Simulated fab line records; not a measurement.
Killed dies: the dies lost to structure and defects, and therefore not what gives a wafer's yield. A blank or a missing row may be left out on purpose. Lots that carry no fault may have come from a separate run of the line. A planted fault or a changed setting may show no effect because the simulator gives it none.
fab line records -- flow n5_finfet
record: lots: 7, wafers: 19, last_day: 18
route steps=1938 shown BEOL_M9@1426
lots untouched by any fault: they come from a run of this same line in which no faults occurred
start_h: the number of hours between the record's first day and the start of the first shown wafer of the lot -- wait_h: how many hours have passed since the lot's step before this one -- " as in the row above -- L1.1+2: a single row standing in for several wafers -- - either no value or no given start -- * or withheld: withheld -- < > ~ a bound
route shown NAME@n: NAME is a module with steps in the file, n the number in the route of the first one -- usual: mean and standard deviation over wafers with no fault -- same: alike in all rows -- chamber/n: place in a boat -- sites: the reading at each site -- _std_site: standard deviation across them -- _edge_site: inner sites' mean taken away from outer sites' mean -- radius_mm: how far each site lies from the wafer's centre -- mask NAME#n: copy n -- behind: the tool/chamber that last shaped the wafer -- hold: the reason the lot was held/the length of the hold in hours/how it ended -- device: which transistor (n, p or np) failed to switch -- end of line: the tests these same wafers got at the end of their route -- a step given without rows: its recipe and nothing more -- killed: the dies lost at the first sort to structure and to defects; this is not the yield of the wafer -- map: shows each die of a wafer: x if killed, . if not, _ if none is there
set.NAME: the run value of the setting; set.NAME@STEP: its run value at that earlier step -- model.NAME: the simulator's own value behind a step, which no gauge read
a table for each step, a row for each wafer; lots at some steps of the route
services: when a tool's chamber went out of use (start_h, in hours from the record's first day, below 0 if earlier), for how many hours, and the reason
== steps ==
step: N5_BEOL_M9_COAT_64
recipe: resist: SiARC, temp_c: 220, time_s: 60, spin_rpm: 1500, resist_thk_nm: 12
step: N5_BEOL_M9_COAT_75
recipe: resist: underlayer, temp_c: 205, time_s: 60, spin_rpm: 1500, resist_thk_nm: 5
step: N5_BEOL_M9_COAT_22
recipe: resist: CAR-EUV, spin_rpm: 1500, resist_thk_nm: 30
step: N5_BEOL_M9_EBR_24
recipe: solvent: PGMEA, ebr_width_mm: 1.5
step: N5_BEOL_M9_SOFTBAKE_23
recipe: temp_c: 110, time_s: 60, resist: CAR-EUV
step: N5_BEOL_M9_EXPOSE_25
recipe: mask_id: V8, na: 0.33, source_shape: annular, sigma_inner: 0.4, sigma_outer: 0.8, polarization: unpolarized, dose_mj: 37.25
step: N5_BEOL_M9_PEB_26
recipe: peb_temp_c: 100, peb_time_s: 60, resist: CAR-EUV
step: N5_BEOL_M9_DEVELOP_27
recipe: develop_time_s: 30, developer: TMAH, resist: CAR-EUV, rinse_liquid: surfactant_rinse, dry: air_spin, dev_temp_c: 23
step: N5_BEOL_M9_CD_MEAS_28
recipe: target_cd_nm: 70, landing_energy_ev: 500, detector: se_inlens, polarity: opening
usual: cd_nm: 70.11/0.3
same: landing_energy_ev: 500
lot.wafer,tool,chamber,start_h,wait_h,cd_nm
L971.2,cd_sem-01,0,281.35,-,70.08
L971.4,cd_sem-01,0,281.35,-,70.35
L971.5,cd_sem-01,0,281.35,-,70.00
L974.2,cd_sem-01,0,283.39,-,70.42
L974.3,cd_sem-01,0,283.39,-,70.61
L974.6,cd_sem-01,0,283.39,-,70.30
L980.1,cd_sem-02,0,326.10,-,69.86
L980.2,cd_sem-02,0,326.10,-,70.22
L980.3,cd_sem-02,0,326.10,-,69.78
L979.1,cd_sem-03,0,333.01,-,69.84
L979.3,cd_sem-03,0,333.01,-,70.15
L979.4,cd_sem-03,0,333.01,-,69.92
L982.4,cd_sem-02,0,335.23,-,70.22
L982.5,cd_sem-02,0,335.23,-,70.34
L981.4,cd_sem-03,0,350.71,-,70.49
L981.5,cd_sem-03,0,350.71,-,69.68
L987.1,cd_sem-03,0,356.62,-,70.16
L987.3,cd_sem-03,0,356.62,-,70.13
L987.5,cd_sem-03,0,356.62,-,69.55
step: N5_BEOL_M9_OVL_MEAS_29
recipe: points_per_wafer: 522
usual: V8_OVL: -0.2/0.72
lot.wafer,tool,chamber,start_h,wait_h,V8_OVL[nm]
L971.2,overlay-01,0,281.38,0.0,-1.4
L971.4,overlay-01,0,281.38,0.0,-2.0
L971.5,overlay-01,0,281.38,0.0,-2.0
L974.2,overlay-01,0,283.42,0.0,-0.9
L974.3,overlay-01,0,283.42,0.0,-1.1
L974.6,overlay-01,0,283.42,0.0,-0.9
L980.1,overlay-01,0,326.13,0.0,-1.7
L980.2,overlay-01,0,326.13,0.0,0.4
L980.3,overlay-01,0,326.13,0.0,-0.5
L979.1,overlay-01,0,333.04,0.0,0.4
L979.3,overlay-01,0,333.04,0.0,0.4
L979.4,overlay-01,0,333.04,0.0,1.0
L982.4,overlay-02,0,335.28,0.0,-0.6
L982.5,overlay-02,0,335.28,0.0,-0.8
L981.4,overlay-01,0,350.76,0.0,-0.7
L981.5,overlay-01,0,350.76,0.0,-0.3
L987.1,overlay-02,0,356.65,0.0,0.7
L987.3,overlay-02,0,356.65,0.0,0.7
L987.5,overlay-02,0,356.65,0.0,-0.4
step: N5_BEOL_M9_INSPECT_30
recipe: mode: adi, inspect_instrument: brightfield
usual: raw_defect_count: 392/92
lot.wafer,tool,chamber,start_h,wait_h,raw_defect_count
L971.2,defect_inspect-01,-,281.44,0.0,428
L971.4,defect_inspect-01,-,281.44,0.0,336
L971.5,defect_inspect-01,-,281.44,0.0,360
L974.2,defect_inspect-02,-,283.48,0.0,443
L974.3,defect_inspect-02,-,283.48,0.0,585
L974.6,defect_inspect-02,-,283.48,0.0,426
L980.1,defect_inspect-01,-,326.19,0.1,242
L980.2,defect_inspect-01,-,326.19,0.1,300
L980.3,defect_inspect-01,-,326.19,0.1,303
L979.1,defect_inspect-02,-,333.10,0.1,452
L979.3,defect_inspect-02,-,333.10,0.1,314
L979.4,defect_inspect-02,-,333.10,0.1,522
L982.4,defect_inspect-02,-,335.32,0.0,285
L982.5,defect_inspect-02,-,335.32,0.0,341
L981.4,defect_inspect-01,-,350.80,0.0,354
L981.5,defect_inspect-01,-,350.80,0.0,523
L987.1,defect_inspect-01,-,356.71,0.1,446
L987.3,defect_inspect-01,-,356.71,0.1,439
L987.5,defect_inspect-01,-,356.71,0.1,689
step: N5_BEOL_M9_DESCUM_33
recipe: chemistry: O2, time_s: 7, source_power_w: 50, bias_power_w: 20, pressure_mtorr: 20, rf_frequency_hz: 2.712e+07, temp_c: 40, resist: CAR-EUV, o2_flow_sccm: 225
usual: drypump_motor_current_A: 5.8/0.72, oes_product_au: 0.76/0.056, rf_vpp_V: 242.8/1.2, showerhead_plenum_p_Torr: 2.07/0.059, temp_c: 39.98/0.11, throttle_valve_pct: 20.34/0.17
lot.wafer,tool,chamber,start_h,wait_h,drypump_motor_current_A,oes_product_au,rf_hours_counter_h,rf_vpp_V,showerhead_plenum_p_Torr,temp_c,throttle_valve_pct
L971.2,rie_diel-01,2,281.87,0.4,5.2,0.70,192,243.2,2.06,39.78,20.04
L971.4,rie_diel-01,3,281.87,0.4,6.3,0.83,66,242.2,2.04,39.70,20.38
L971.5,rie_diel-01,3,281.87,0.4,6.4,0.83,-,241.4,2.04,39.93,20.40
L974.2,rie_diel-03,3,283.51,0.0,6.5,0.70,228,243.0,2.04,40.02,20.32
L974.3,rie_diel-03,0,283.51,0.0,6.4,0.78,117,243.2,2.10,39.87,20.25
L974.6,rie_diel-03,3,283.51,0.0,6.5,0.71,-,242.6,2.04,39.81,20.31
L980.1,rie_diel-04,1,326.29,0.1,4.7,0.71,199,244.3,2.17,39.82,20.36
L980.2,rie_diel-04,0,326.29,0.1,5.4,0.71,228,244.3,2.16,39.94,20.41
L980.3,rie_diel-04,2,326.29,0.1,6.5,0.83,59,242.0,2.05,39.89,20.30
L979.1,rie_diel-03,1,333.14,0.0,5.3,0.80,83,243.7,2.12,40.08,19.96
L979.3,rie_diel-03,2,333.14,0.0,6.6,0.72,217,241.7,2.00,39.87,20.65
L979.4,rie_diel-03,1,333.14,0.0,5.3,0.79,-,243.5,2.12,40.00,19.96
L982.4,rie_diel-01,2,335.41,0.1,5.2,0.68,206,244.3,2.06,39.86,20.09
L982.5,rie_diel-01,1,335.41,0.1,4.9,0.67,-,242.7,1.97,39.94,20.45
L981.4,rie_diel-01,1,351.11,0.3,4.9,0.67,245,242.2,1.97,39.98,20.47
L981.5,rie_diel-01,0,351.11,0.3,5.6,0.76,-,243.7,2.10,40.16,20.60
L987.1,rie_diel-01,3,356.75,0.0,6.4,0.80,86,242.3,2.03,40.02,20.43
L987.3,rie_diel-01,0,356.75,0.0,5.6,0.76,168,243.8,2.10,40.00,20.60
L987.5,rie_diel-01,2,356.75,0.0,5.2,0.68,-,241.5,2.06,39.99,20.08
step: N5_BEOL_M9_ETCH_76
recipe: chemistry: N2/H2, target: underlayer, target_depth_a: 65, mask_material: CAR-EUV, time_s: 5.2, ion_energy_ev: 200, pressure_mtorr: 30, source_w: 840, bias_w: 150, n2_flow_sccm: 200, h2_flow_sccm: 200, ends: cleared
usual: drypump_motor_current_A: 5.8/0.72, etch_rf_on_time_s: 5.29/0.12, oes_product_au: 0.64/0.048, rf_vpp_V: 523.3/2.3, showerhead_plenum_p_Torr: 2.52/0.078, throttle_valve_pct: 17.77/0.21
lot.wafer,tool,chamber,start_h,wait_h,drypump_motor_current_A,etch_rf_on_time_s,oes_product_au,rf_hours_counter_h,rf_vpp_V,showerhead_plenum_p_Torr,throttle_valve_pct
L971.2,rie_diel-01,2,281.90,0.0,5.2,5.38,0.59,192,523.3,2.53,17.63
L971.4,rie_diel-01,3,281.90,0.0,6.4,5.31,0.70,66,520.1,2.48,17.79
L971.5,rie_diel-01,3,281.90,0.0,6.5,5.35,0.70,-,523.2,2.48,17.79
L974.2,rie_diel-03,3,283.55,0.0,6.4,5.12,0.61,228,524.4,2.52,18.05
L974.3,rie_diel-03,0,283.55,0.0,6.4,5.52,0.63,117,524.4,2.55,17.76
L974.6,rie_diel-03,3,283.55,0.0,6.4,5.16,0.61,-,522.7,2.52,18.05
L980.1,rie_diel-04,1,326.32,0.0,4.7,5.20,0.59,199,528.9,2.64,17.92
L980.2,rie_diel-04,0,326.32,0.0,5.4,5.32,0.59,228,526.3,2.63,17.84
L980.3,rie_diel-04,2,326.32,0.0,6.5,5.35,0.69,59,523.3,2.46,17.41
L979.1,rie_diel-03,1,333.17,0.0,5.3,5.21,0.68,83,524.6,2.56,17.32
L979.3,rie_diel-03,2,333.17,0.0,6.6,5.23,0.62,217,521.2,2.40,18.01
L979.4,rie_diel-03,1,333.17,0.0,5.3,5.28,0.68,-,523.3,2.56,17.32
L982.4,rie_diel-01,2,335.44,0.0,5.2,3.57,0.75,206,522.3,2.52,17.69
L982.5,rie_diel-01,1,335.44,0.0,4.9,3.54,0.74,-,520.0,2.39,18.06
L981.4,rie_diel-01,1,351.15,0.0,4.9,3.53,0.74,245,518.6,2.39,18.05
L981.5,rie_diel-01,0,351.15,0.0,5.6,3.30,0.86,-,525.7,2.54,17.95
L987.1,rie_diel-01,3,356.79,0.0,6.4,5.29,0.69,86,522.8,2.47,17.82
L987.3,rie_diel-01,0,356.79,0.0,5.6,5.18,0.64,168,523.9,2.54,17.89
L987.5,rie_diel-01,2,356.79,0.0,5.2,3.52,0.75,-,523.4,2.52,17.74
step: N5_BEOL_M9_ETCH_65
recipe: chemistry: CF4, target: SiARC, target_depth_a: 156, mask_material: CAR-EUV, time_s: 26, ion_energy_ev: 80, pressure_mtorr: 40, source_w: 545, bias_w: 36, Ar_flow_sccm: 100, cf4_flow_sccm: 100, ends: cleared
usual: drypump_motor_current_A: 5.8/0.72, etch_rf_on_time_s: 26.5/0.64, oes_product_au: 0.64/0.047, rf_vpp_V: 183.8/1.1, showerhead_plenum_p_Torr: 2.12/0.054, throttle_valve_pct: 15.54/0.18
lot.wafer,tool,chamber,start_h,wait_h,drypump_motor_current_A,etch_rf_on_time_s,oes_product_au,rf_hours_counter_h,rf_vpp_V,showerhead_plenum_p_Torr,throttle_valve_pct
L971.2,rie_diel-01,2,281.92,0.0,5.2,27.0,0.58,192,185.1,2.14,15.45
L971.4,rie_diel-01,3,281.92,0.0,6.4,26.4,0.71,66,183.6,2.10,15.57
L971.5,rie_diel-01,3,281.92,0.0,6.4,26.5,0.71,-,182.2,2.10,15.57
L974.2,rie_diel-03,3,283.56,0.0,6.4,25.7,0.61,228,184.2,2.11,15.70
L974.3,rie_diel-03,0,283.56,0.0,6.4,27.7,0.65,117,182.2,2.14,15.42
L974.6,rie_diel-03,3,283.56,0.0,6.4,25.9,0.60,-,183.0,2.11,15.70
L980.1,rie_diel-04,1,326.34,0.0,4.7,26.1,0.61,199,185.7,2.20,15.53
L980.2,rie_diel-04,0,326.34,0.0,5.4,27.2,0.58,228,184.3,2.18,15.58
L980.3,rie_diel-04,2,326.34,0.0,6.5,27.0,0.70,59,184.5,2.08,15.28
L979.1,rie_diel-03,1,333.19,0.0,5.3,26.3,0.68,83,183.4,2.16,15.20
L979.3,rie_diel-03,2,333.19,0.0,6.6,26.2,0.62,217,181.4,2.03,15.79
L979.4,rie_diel-03,1,333.19,0.0,5.3,26.2,0.69,-,183.2,2.16,15.20
L982.4,rie_diel-01,2,335.46,0.0,5.2,27.2,0.58,206,183.8,2.13,15.47
L982.5,rie_diel-01,1,335.46,0.0,4.9,27.4,0.57,-,181.9,2.03,15.76
L981.4,rie_diel-01,1,351.16,0.0,4.9,27.1,0.57,245,182.3,2.03,15.77
L981.5,rie_diel-01,0,351.16,0.0,5.6,25.2,0.66,-,183.5,2.16,15.85
L987.1,rie_diel-01,3,356.80,0.0,6.4,26.8,0.68,86,183.1,2.09,15.61
L987.3,rie_diel-01,0,356.80,0.0,5.6,25.8,0.65,168,182.9,2.15,15.84
L987.5,rie_diel-01,2,356.80,0.0,5.2,27.3,0.58,-,183.3,2.13,15.50
== services ==
tool,chamber,start_h,hours,kind
rie_diel-03,1,292.57,11.4,repair
rie_diel-04,-,307.34,1.1,repair
rie_diel-03,3,329.30,4.3,repair
rie_diel-04,3,332.64,7.5,repair
rie_diel-04,0,334.08,6.7,repair
rie_diel-03,3,348.00,1.3,repair
== key ==
first_sign: step: N5_BEOL_M9_ETCH_76, reading: etch_rf_on_time_s, direction: down, sigmas: 15, usual: *, struck: *
effect: step: N5_BEOL_M9_ETCH_76, reading: oes_product_au, direction: up, sigmas: 2.6, usual: 0.64, struck: 0.77
met_at N5_BEOL_M9_ETCH_76
struck_wafers L981.4,L981.5,L982.4,L982.5,L987.5
onset_between 281.90 335.44
fault: kind: process_parameter_drift, tool: rie_diel-01, chamber: -, onset_h: 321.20, steps: N5_BEOL_M9_ETCH_76, channel: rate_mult, offset: 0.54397, shape: step, end_h: 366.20, scope: struck_wafers_only
